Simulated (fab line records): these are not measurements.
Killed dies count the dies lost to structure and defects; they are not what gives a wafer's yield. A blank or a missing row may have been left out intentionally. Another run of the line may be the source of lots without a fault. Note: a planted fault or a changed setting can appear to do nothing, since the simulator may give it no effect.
Which tool did it?    flow n5 finfet    Sampling: 8 lots, 24 wafers, 5 of 1938 route steps

== WHAT THE GAUGES READ, wafer by wafer ==
N5_BEOL_M4_RC_MEAS_101. Usual: DIBL_N 36.5 mV/V, standard deviation 1.7; DIBL_P 36.3 mV/V, standard deviation 2.1; IOFF_N 0.16 nA/um, standard deviation 0.036; IOFF_P 0.21 nA/um, standard deviation 0.037; ION_N 676 uA/um, standard deviation 12; ION_P 462 uA/um, standard deviation 7.6; SS_N 71.5 mV/dec, standard deviation 0.68; SS_P 73.3 mV/dec, standard deviation 0.63; VT_N 249 mV, standard deviation 3.5; VT_P -250 mV, standard deviation 3.5.
lot   measured      on         DIBL_N (mV/V)   DIBL_P (mV/V)   IOFF_N (nA/um)  IOFF_P (nA/um)  ION_N (uA/um)  ION_P (uA/um)  SS_N (mV/dec)   SS_P (mV/dec)   VT_N (mV)    VT_P (mV)       flag
L601  day 8 08:06   prober-01  36.5 37.3 37.0  36.5 37.2 36.9  0.18 0.20 0.19  0.22 0.23 0.22  682 687 685    472 463 466    71.6 72.3 72.0  73.3 73.7 73.5  248 247 244  -248 -250 -248  
L602  day 8 16:08   prober-02  37.9 37.5 36.5  37.5 37.1 36.5  0.20 0.21 0.18  0.24 0.24 0.22  697 696 685    470 476 471    71.8 71.3 71.8  73.1 73.3 72.8  243 242 245  -249 -247 -247  
L608  day 10 03:45  prober-01  32.8 34.0 37.2  33.4 34.9 39.0  0.11 0.12 0.18  0.17 0.19 0.26  650 660 685    461 457 469    70.6 70.8 71.6  72.6 72.3 73.8  258 252 248  -251 -252 -244  
L609  day 10 12:07  prober-01  32.2 34.2 36.4  31.4 33.7 36.5  0.11 0.13 0.17  0.16 0.19 0.23  670 657 683    459 451 465    69.9 69.8 71.2  72.1 73.2 74.2  254 250 249  -251 -253 -249  
L624  day 13 22:10  prober-01  39.0 36.7 35.6  37.7 36.5 34.4  0.19 0.16 0.13  0.24 0.24 0.19  679 689 679    463 480 464    73.4 70.5 71.2  74.3 73.0 72.9  246 248 250  -247 -246 -252  
L623  day 13 22:52  prober-02  38.3 36.6 35.1  38.7 36.7 35.0  0.19 0.14 0.14  0.25 0.23 0.20  673 654 668    469 459 462    72.7 71.7 71.7  73.5 73.3 73.1  246 253 250  -248 -248 -249  

== EACH LOT AND THE TOOL THAT RAN IT (in order: tool; ch and the chambers of the sampled wafers; start) ==
lot   N5_BEOL_M4_ETCH_74                  N5_BEOL_M4_ETCHBACK_99              N5_BEOL_M4_TRENCH_ETCH_37                      N5_BEOL_M4_STRIP_97
L601  rie diel-03 ch 1,3, day 7 20:43     rie diel-02 ch 0,1, day 8 02:25     rie diel-02 ch 0,1, day 8 08:06 or earlier     rie diel-02 ch 0,1, day 8 08:06 or earlier
L602  rie diel-03 ch 0,2,3, day 8 04:27   rie diel-02 ch 0,2,3, day 8 11:00   rie diel-02 ch 0,2,3, day 8 16:08 or earlier   rie diel-02 ch 0,2,3, day 8 16:08 or earlier
L608  rie diel-02 ch 2,3, day 9 19:36     rie diel-02 ch 0,1,3, day 9 22:48   rie diel-02 ch 0,1,3, day 10 03:45 or earlier  rie diel-02 ch 0,1,3, day 10 03:45 or earlier
L609  rie diel-06 ch 0,1, day 9 21:50     rie diel-03 ch 1,2, day 10 07:28    rie diel-03 ch 1,2, day 10 12:07 or earlier    rie diel-03 ch 1,2, day 10 12:07 or earlier
L619  rie diel-06 ch 0,1,2, day 11 20:05  rie diel-02 ch 0,1, day 12 13:46    rie diel-02 ch 0,1, day 17 13:59 or earlier    rie diel-02 ch 0,1, day 17 13:59 or earlier
L620  rie diel-03 ch 0,3, day 12 08:44    rie diel-06 ch 0,2,3, day 12 14:02  rie diel-06 ch 0,2,3, day 17 15:24 or earlier  rie diel-06 ch 0,2,3, day 17 15:24 or earlier
L624  rie diel-02 ch 1,2, day 13 08:38    rie diel-06 ch 0,3, day 13 17:38    rie diel-06 ch 0,3, day 13 22:10 or earlier    rie diel-06 ch 0,3, day 13 22:10 or earlier
L623  rie diel-03 ch 0,2,3, day 13 15:29  rie diel-03 ch 0,2,3, day 13 17:45  rie diel-03 ch 0,2,3, day 13 22:52 or earlier  rie diel-03 ch 0,2,3, day 13 22:52 or earlier
- N5_BEOL_M4_ETCH_74: etches underlayer in N2/H2, target depth 6.5 nm, time 5.2 s.
- N5_BEOL_M4_ETCHBACK_99: etches SiO2 in CHF3, target depth 5 nm, time 10.4 s.
- N5_BEOL_M4_TRENCH_ETCH_37: etches SiOC in C4F6/O2, target depth 55.555 nm, time 29.2 s.
- N5_BEOL_M4_STRIP_97: strips in N2/H2, time 10 s.

== WHAT THE TOOLS THEMSELVES READ (means of the sampled wafers that have a number; where no wafer has one, the mark that the record gives instead) ==
N5_BEOL_M4_ETCH_74. Usual: drypump motor current A 5.63 A, standard deviation 0.3; etch rf on time s 5.19 s, standard deviation 0.12; oes product au 0.63 a.u., standard deviation 0.061; rf vpp V 523.9 V, standard deviation 2.8; showerhead plenum p Torr 2.55 Torr, standard deviation 0.093; throttle valve pct 17.98 %, standard deviation 0.25.
lot   tool         drypump motor current A (A)  etch rf on time s (s)  oes product au (a.u.)  rf vpp V (V)  showerhead plenum p Torr (Torr)  throttle valve pct (%)  flag
L601  rie diel-03  5.51                         5.13                   0.66                   528.0         2.65                             17.86                   
L602  rie diel-03  5.85                         5.28                   0.66                   523.8         2.55                             17.92                   
L608  rie diel-02  5.48                         5.00                   0.62                   522.4         2.51                             18.01                   
L609  rie diel-06  5.56                         5.19                   0.62                   523.6         2.56                             18.18                   
L619  rie diel-06  5.86                         5.16                   0.67                   525.2         2.62                             18.00                   
L620  rie diel-03  5.81                         5.17                   0.68                   524.2         2.60                             17.96                   
L624  rie diel-02  5.70                         5.09                   0.68                   524.4         2.57                             17.99                   
L623  rie diel-03  5.86                         5.23                   0.70                   523.0         2.54                             17.86                   

N5_BEOL_M4_ETCHBACK_99. Usual: CHF3_flow_sccm 11.99 sccm, standard deviation 0.036; bias w 47.01 W, standard deviation 0.13; drypump motor current A 5.64 A, standard deviation 0.29; oes product au 0.73 a.u., standard deviation 0.063; rf vpp V 240 V, standard deviation 4.6; showerhead plenum p Torr 2.16 Torr, standard deviation 0.071; throttle valve pct 17.15 %, standard deviation 0.23.
lot   tool         CHF3_flow_sccm (sccm)  bias w (W)  drypump motor current A (A)  oes product au (a.u.)  rf vpp V (V)  showerhead plenum p Torr (Torr)  throttle valve pct (%)  flag
L601  rie diel-02  12.01                  47.00       5.79                         0.71                   243           2.18                             17.18                   
L602  rie diel-02  11.99                  46.87       5.52                         0.71                   240           2.13                             17.22                   
L608  rie diel-02  11.98                  47.08       5.67                         0.71                   242           2.15                             17.30                   
L609  rie diel-03  12.01                  47.18       5.83                         0.69                   234           2.15                             17.04                   
L619  rie diel-02  -                      -           -                            -                      -             -                                -                       OFF
L620  rie diel-06  -                      -           -                            -                      -             -                                -                       OFF
L624  rie diel-06  12.02                  47.15       5.61                         0.71                   238           2.16                             17.15                   
L623  rie diel-03  12.04                  46.99       5.85                         0.82                   238           2.14                             16.90                   

N5_BEOL_M4_TRENCH_ETCH_37. Usual: drypump motor current A 5.65 A, standard deviation 0.29; oes product au 0.73 a.u., standard deviation 0.063; rf vpp V 663 V, standard deviation 12; showerhead plenum p Torr 2.85 Torr, standard deviation 0.091; throttle valve pct 20.91 %, standard deviation 0.23.
lot   tool         drypump motor current A (A)  oes product au (a.u.)  rf vpp V (V)  showerhead plenum p Torr (Torr)  throttle valve pct (%)  flag
L601  rie diel-02  5.80                         0.70                   672           2.89                             20.91                   
L602  rie diel-02  5.53                         0.71                   665           2.81                             20.95                   
L608  rie diel-02  5.68                         0.70                   667           2.84                             21.04                   
L609  rie diel-03  5.83                         0.69                   648           2.85                             20.77                   
L619  rie diel-02  5.79                         0.69                   672           2.87                             20.96                   
L620  rie diel-06  5.77                         0.78                   659           2.89                             20.80                   
L624  rie diel-06  5.62                         0.71                   656           2.85                             20.90                   
L623  rie diel-03  5.87                         0.81                   660           2.82                             20.69                   

N5_BEOL_M4_STRIP_97. Usual: drypump motor current A 5.65 A, standard deviation 0.29; oes product au 0.73 a.u., standard deviation 0.065; rf vpp V 59.1 V, standard deviation 0.9; showerhead plenum p Torr 2.55 Torr, standard deviation 0.087; throttle valve pct 23.77 %, standard deviation 0.29.
lot   tool         drypump motor current A (A)  oes product au (a.u.)  rf vpp V (V)  showerhead plenum p Torr (Torr)  throttle valve pct (%)  flag
L601  rie diel-02  5.80                         0.71                   58.9          2.58                             23.80                   
L602  rie diel-02  5.52                         0.71                   58.7          2.50                             23.60                   
L608  rie diel-02  5.67                         0.71                   59.0          2.54                             23.79                   
L609  rie diel-03  5.83                         0.69                   59.3          2.54                             23.73                   
L619  rie diel-02  5.79                         0.69                   59.7          2.56                             23.85                   
L620  rie diel-06  5.77                         0.77                   59.6          2.58                             23.55                   
L624  rie diel-06  5.62                         0.71                   60.0          2.55                             23.77                   
L623  rie diel-03  5.87                         0.82                   59.2          2.53                             23.79                   

== THE ANSWER, worked out from the rows above alone ==
Rule: a lot counts as off when the mean over its wafers that have a number is more than 3 standard deviations away from the usual mean. Also off: a lot with no number at a reading for which 4 or more lots have one. The other lots that the step has rows for count as sound. Order of review: gauges by route order, followed by the tools' own readings, for which a lot's mean as printed above is used. The first step at which some lot is off is used, and at that step the reading that is off furthest; a lot without a number counts as furthest.
Off: L619, L620, at N5_BEOL_M4_ETCHBACK_99 (CHF3_flow_sccm). Without a number there: L619, L620.
A tool fits if, at that step or a process step before it, it ran every lot that is off, and no sound lot after the first of them. Of those tried, none fits.

== WHAT THE SIMULATOR HAD INSERTED ==
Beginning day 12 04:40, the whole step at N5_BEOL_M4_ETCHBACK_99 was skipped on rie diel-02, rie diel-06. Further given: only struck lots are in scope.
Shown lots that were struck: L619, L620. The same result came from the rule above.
